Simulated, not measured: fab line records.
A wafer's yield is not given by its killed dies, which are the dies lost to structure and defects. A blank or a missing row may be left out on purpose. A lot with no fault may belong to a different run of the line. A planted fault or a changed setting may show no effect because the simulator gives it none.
A lot that was struck, set against a sound lot | flow n5-finfet | 14 out of 1938 route steps
Sound: the wafers L219.2, L219.3, L219.6. Struck: wafers L213.1, L213.3, L213.6. The cause is named last.
Each step with rows lists, per side, the tool, then ch with its chambers, then its first start. Under that, the readings that differ: sound wafers | struck wafers | difference of the means | sigmas: that difference in standard deviations of wafers without a fault.
alike: readings with means less than 2 such deviations apart, plus words and numbers identical on both sides. not compared: withheld readings, readings lacking a value on some wafer, bounds such as >300 that could conceal the same value, and numbers that have no deviation in the record and whose values overlap.
Wherever a step has rows on one side only, a row that says differs or no value, or a row with sigmas, the two part there. Numbers that don't overlap but have no deviation are shown without sigmas and don't part them. A reading missing from all wafers of one side parts the sides only when that side holds two or more wafers.

first, 3 steps without rows for these wafers: N5_DUMMY_REMOVAL_PRECLEAN_04 (cleans in DHF, time 37 s); N5_DUMMY_REMOVAL_SRD_05 (time 30 s); N5_HKMG_FIN_IL_REGROW_00 (material SiO2, chemistry O3, target thk 0.75 nm, time 30 s).
N5_HKMG_FIN_HK_ALD_01: deposits HfO2, target thk 1.6 nm, pulse time 3 s, purge time 3 s.
  sound on ald-hk-03 ch 0,2, day 9 05:32; struck on ald-hk-03 ch 1,2, day 7 15:30
  alike: precursor-pulse-height-rel
N5_HKMG_FIN_HK_ANNEAL_02: time 30 s.
  sound on rtp-anneal-02 ch 0, day 9 05:57; struck on rtp-anneal-02 ch 0, day 7 15:41
  alike: lamp-power-pct, lamp_zone_2_pct, wafer_temp_C_max
N5_HKMG_FIN_ALD_74: deposits La2O3, target thk 0.5 nm, pulse time 6 s, co reactant pulse time 1 s.
  sound on ald-hk-01 ch 1,3, day 9 06:09; struck on ald-hk-02 ch 0,1,2, day 7 15:54
  alike: heater-power-w, precursor-pulse-height-rel
N5_HKMG_FIN_ALD_75: deposits Al2O3, target thk 1 nm, co reactant pulse time 1 s.
  sound on ald-hk-01 ch 1,3, day 9 06:18; struck on ald-hk-02 ch 0,1,2, day 7 15:59
  alike: heater-power-w, precursor-pulse-height-rel
then, 5 steps without rows for these wafers: N5_HKMG_FIN_COAT_41 (time 60 s, resist thk 300 nm); N5_HKMG_FIN_COAT_42 (time 60 s, resist thk 35 nm); N5_HKMG_FIN_COAT_43 (resist thk 90 nm); N5_HKMG_FIN_EBR_45; N5_HKMG_FIN_SOFTBAKE_44 (time 60 s).
N5_HKMG_FIN_EXPOSE_46: exposes mask NDIPOLE.
  struck on arfi-scanner-03, day 7 16:20; sound on arfi-scanner-01 ch 0, day 9 08:01
  no value came back on the struck wafers for exposure-dose-mJ-cm2, focus-offset-nm (nm); on the sound wafers exposure-dose-mJ-cm2 reads 39.86 39.94 39.94
  alike: mask
then, 1 step without rows for these wafers: N5_HKMG_FIN_PEB_47 (peb time 60 s).

WHERE THEY PART
Only at N5_HKMG_FIN_EXPOSE_46, as far as this record shows.

WHY: whatever the simulator had introduced
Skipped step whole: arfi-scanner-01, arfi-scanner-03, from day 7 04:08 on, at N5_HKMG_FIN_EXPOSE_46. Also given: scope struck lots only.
